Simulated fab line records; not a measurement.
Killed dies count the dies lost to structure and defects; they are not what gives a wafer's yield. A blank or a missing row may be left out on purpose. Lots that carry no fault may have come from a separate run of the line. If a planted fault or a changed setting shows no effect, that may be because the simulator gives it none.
A single fault, viewed from 3 desks -- flow n5-finfet -- each desk has only its own numbers; what lay behind them comes last

== THE METROLOGY DESK ==
What the gauges read, lot by lot, whatever tool the lot ran on: means of the sampled wafers that have a number. A lot is out of limits, marked OUT, if its mean lies more than 4 standard deviations from the usual mean; the brackets give that distance. Shown are 7 of the 11 readings it has, namely the first that went out of limits plus those furthest out on some lot.
Columns: A = M0_RS at N5_BEOL_M0_RS_MEAS_126, usual 0.534 ohm/sq; B = DIBL_N at N5_BEOL_M4_RC_MEAS_101, usual 37.1 mV/V; C = DIBL_P at N5_BEOL_M4_RC_MEAS_101, usual 38 mV/V; D = ION_N at N5_BEOL_M4_RC_MEAS_101, usual 678 uA/um; E = SS_P at N5_BEOL_M4_RC_MEAS_101, usual 73.7 mV/dec; F = VT_N at N5_BEOL_M4_RC_MEAS_101, usual 249 mV; G = VT_P at N5_BEOL_M4_RC_MEAS_101, usual -248 mV
lot,first seen here,A,B,C,D,E,F,G
L944,day 5 22:26,0.535,32.6,33,652,71.8,256,-250
L951,day 8 04:16,0.523,36.6,39,676,73.9,250,-247
L953,day 8 04:24,0.541,38.8,40,687,74.1,249,-247
L952,day 8 05:43,0.538,40.7,40,691,74.3,244,-244
L954,day 8 18:56,0.519,35.2,37,659,72.9,251,-250
L956,day 9 00:42,0.529,36.4,38,680,73.9,248,-248
L957,day 9 04:28,0.508,34.7,33,671,73.0,255,-253
L960,day 10 01:16,1.008 (+21) OUT,39.1,40,687,73.6,245,-242
L965,day 11 10:26,0.538,39.9,40,688,74.5,247,-246
Finding of this desk: L960 out of limits, first seen on L960 at day 10 01:16 (M0_RS at N5_BEOL_M0_RS_MEAS_126). L944, L951, L953, L952, L954, L956, L957, L965 stayed within limits.

== DESK OF THE TOOL OWNER: pecvd-01 ==
The tool's own readings at N5_BEOL_M0_SAQP_ILD_DEP_01 (deposits SiOC from DEMS/O2, target thk 45.419 nm, time 8.7 s): means of the sampled wafers that have a number, for each lot that ran on this tool. A lot is out of limits, marked OUT, if its mean lies more than 4 standard deviations from the usual mean; the brackets give that distance.
Columns: A = heater-power-w at N5_BEOL_M0_SAQP_ILD_DEP_01, usual 520 W; B = showerhead-plenum-p-Torr at N5_BEOL_M0_SAQP_ILD_DEP_01, usual 5.690 Torr; C = susceptor-temp-C at N5_BEOL_M0_SAQP_ILD_DEP_01, usual 349.97 C; D = throttle-valve-pct at N5_BEOL_M0_SAQP_ILD_DEP_01, usual 12.0 %
lot,first seen here,A,B,C,D
L944,day 5 10:00,581,5.670,350.07,11.5
L953,day 7 17:07,558,5.683,350.14,12.1
L956,day 8 09:06,530,5.682,350.05,12.0
L957,day 8 14:43,551,5.693,350.10,12.0
L960,day 9 04:38,569,5.701,349.75,11.8
This desk's verdict: no lot among the 5 shows anything out of limits.

== THE DEFECT DESK ==
Lot by lot, what the route's inspections counted, given as the mean of those sampled wafers with a number. A lot is out of limits, marked OUT, if its mean lies more than 4 standard deviations from the usual mean; the brackets give that distance.
Columns: A = raw-defect-count at N5_BEOL_M0_INSPECT_127, usual 66
lot,first seen here,A
L944,day 5 22:28,55
L951,day 8 04:17,53
L953,day 8 04:25,54
L952,day 8 05:45,56
L954,day 8 18:58,72
L956,day 9 00:44,60
L957,day 9 04:30,58
L960,day 10 01:17,79
L965,day 11 10:27,90
This desk's verdict: no lot among the 9 shows anything out of limits.

== PUT TOGETHER ==
The metrology desk could have raised an alarm at day 10 01:16, on L960.
The desk of the tool owner found nothing out of limits.
Nothing the defect desk looked at was out of limits.
On record at the tool owner's desk: L960, within its limits.
The defect desk has L960 on record, within its limits.
Of the lots named, all ran N5_BEOL_M0_SAQP_ILD_DEP_01 on pecvd-01.

== WHAT THE SIMULATOR PUT IN ==
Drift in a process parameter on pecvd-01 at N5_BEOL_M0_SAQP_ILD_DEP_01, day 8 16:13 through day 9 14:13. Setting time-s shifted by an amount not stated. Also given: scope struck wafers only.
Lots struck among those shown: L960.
Per desk, hours elapsed from the start of the fault to the first reading out of limits: for the metrology desk, 33.
